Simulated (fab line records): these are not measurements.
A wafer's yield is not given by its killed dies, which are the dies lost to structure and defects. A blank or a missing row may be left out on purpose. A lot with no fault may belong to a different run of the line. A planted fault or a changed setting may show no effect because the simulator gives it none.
Matching of chambers    flow nand-harc    rie-diel-08 running NHARC_A_CONTACT_ETCH_106: 4 sister chambers
The step etches the open film in CF4/O2, target depth 90 nm, overetch 9 nm, time 49.5 s. 4 wafers are shown with their chamber, then 7 later ones without.

WAFERS PAIRED WITH THEIR CHAMBERS
wafer   chamber  drypump-motor-current-A (A)
L080.1  3        5.1
L080.2  2        6.3
L080.6  1        5.5
L081.4  0        6.0

WAFERS WITHOUT THEIR CHAMBER
wafer   drypump-motor-current-A (A)
L081.5  6.3
L090.2  5.5
L090.4  5.1
L090.5  6.4
L097.1  6.3
L097.3  6.1
L097.5  5.5

WHICH CHAMBER EACH ONE RAN IN
wafer   from the rows above      in truth
L081.5  2                        2
L090.2  1                        1
L090.4  3                        3
L090.5  2                        2
L097.1  2                        2
L097.3  can't be placed: 0 or 2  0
L097.5  1                        1
Correctly placed: 6 of 7. Unplaceable from these rows: 1, with the true chamber sitting among the candidates in 1. 0 placed wrongly.
How it was worked out, from the rows above alone: a wafer's distance from a chamber is the root of the sum, over the readings, of the square of ((its reading less the chamber's mean) divided by the reading's scatter). The wafer belongs to the nearest chamber; if the next one is less than 2 further off, it can't be placed. A chamber's mean is the mean of its shown wafers. The scatter (one wafer shown for each chamber): square how far every hidden wafer sits from the nearest shown wafer, average those squares and take the square root.
